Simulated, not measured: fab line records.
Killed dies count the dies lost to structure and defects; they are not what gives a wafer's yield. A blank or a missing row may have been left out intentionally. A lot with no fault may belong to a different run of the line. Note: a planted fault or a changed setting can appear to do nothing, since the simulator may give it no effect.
Chamber matching || flow nand_harc || NHARC_A_M1_DEP_33 on pecvd-04: 3 sister chambers
The step deposits SiCN, target thk 30 nm. 6 wafers are shown with their chamber, then 9 later ones without.

WAFERS PAIRED WITH THEIR CHAMBERS
{"wafer": "L080.5", "chamber": 2, "heater_power_w (W)": 679, "chamber_pressure_Torr (Torr)": 3.004}
{"wafer": "L079.4", "chamber": 2, "heater_power_w (W)": 621, "chamber_pressure_Torr (Torr)": 3.012}
{"wafer": "L082.6", "chamber": 1, "heater_power_w (W)": 697, "chamber_pressure_Torr (Torr)": 3.003}
{"wafer": "L085.1", "chamber": 0, "heater_power_w (W)": 508, "chamber_pressure_Torr (Torr)": 2.992}
{"wafer": "L085.4", "chamber": 0, "heater_power_w (W)": 498, "chamber_pressure_Torr (Torr)": 2.993}
{"wafer": "L085.6", "chamber": 1, "heater_power_w (W)": 638, "chamber_pressure_Torr (Torr)": 3.000}

WAFERS WHOSE CHAMBER IS MISSING
{"wafer": "L089.3", "heater_power_w (W)": 502, "chamber_pressure_Torr (Torr)": 2.999}
{"wafer": "L089.5", "heater_power_w (W)": 644, "chamber_pressure_Torr (Torr)": 3.005}
{"wafer": "L089.6", "heater_power_w (W)": 515, "chamber_pressure_Torr (Torr)": 3.000}
{"wafer": "L090.2", "heater_power_w (W)": 634, "chamber_pressure_Torr (Torr)": 2.998}
{"wafer": "L090.5", "heater_power_w (W)": 642, "chamber_pressure_Torr (Torr)": 2.996}
{"wafer": "L090.6", "heater_power_w (W)": 516, "chamber_pressure_Torr (Torr)": 3.010}
{"wafer": "L096.1", "heater_power_w (W)": 555, "chamber_pressure_Torr (Torr)": 3.012}
{"wafer": "L096.2", "heater_power_w (W)": 688, "chamber_pressure_Torr (Torr)": 2.992}
{"wafer": "L096.4", "heater_power_w (W)": 712, "chamber_pressure_Torr (Torr)": 3.000}

CHAMBER TAKEN BY EACH
{"wafer": "L089.3", "from the rows above": 0, "in truth": 0}
{"wafer": "L089.5", "from the rows above": "can't be placed: 2 or 1", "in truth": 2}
{"wafer": "L089.6", "from the rows above": 0, "in truth": 0}
{"wafer": "L090.2", "from the rows above": "can't be placed: 1 or 2", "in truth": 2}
{"wafer": "L090.5", "from the rows above": "can't be placed: 1 or 2", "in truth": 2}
{"wafer": "L090.6", "from the rows above": "can't be placed: 2 or 0 or 1", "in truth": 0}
{"wafer": "L096.1", "from the rows above": "can't be placed: 2 or 1", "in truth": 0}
{"wafer": "L096.2", "from the rows above": "can't be placed: 1 or 2", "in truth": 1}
{"wafer": "L096.4", "from the rows above": "can't be placed: 1 or 2", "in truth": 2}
Placed correctly: 2 of 9. Not placeable from these rows: 7 (in 6, the candidates include the true chamber). 0 placed wrongly.
How it was worked out, from the rows above alone: a wafer's distance from a chamber is the root of the sum, over the readings, of the square of ((its reading less the chamber's mean) divided by the reading's scatter). If the next closest chamber is less than 2 further off than the closest, the wafer can't be placed; otherwise it belongs to the closest. The mean given for a chamber averages the wafers shown for that chamber. The scatter: the root of (the sum of the squares of (reading less its chamber's mean) over the shown wafers, divided by (wafers less chambers)).
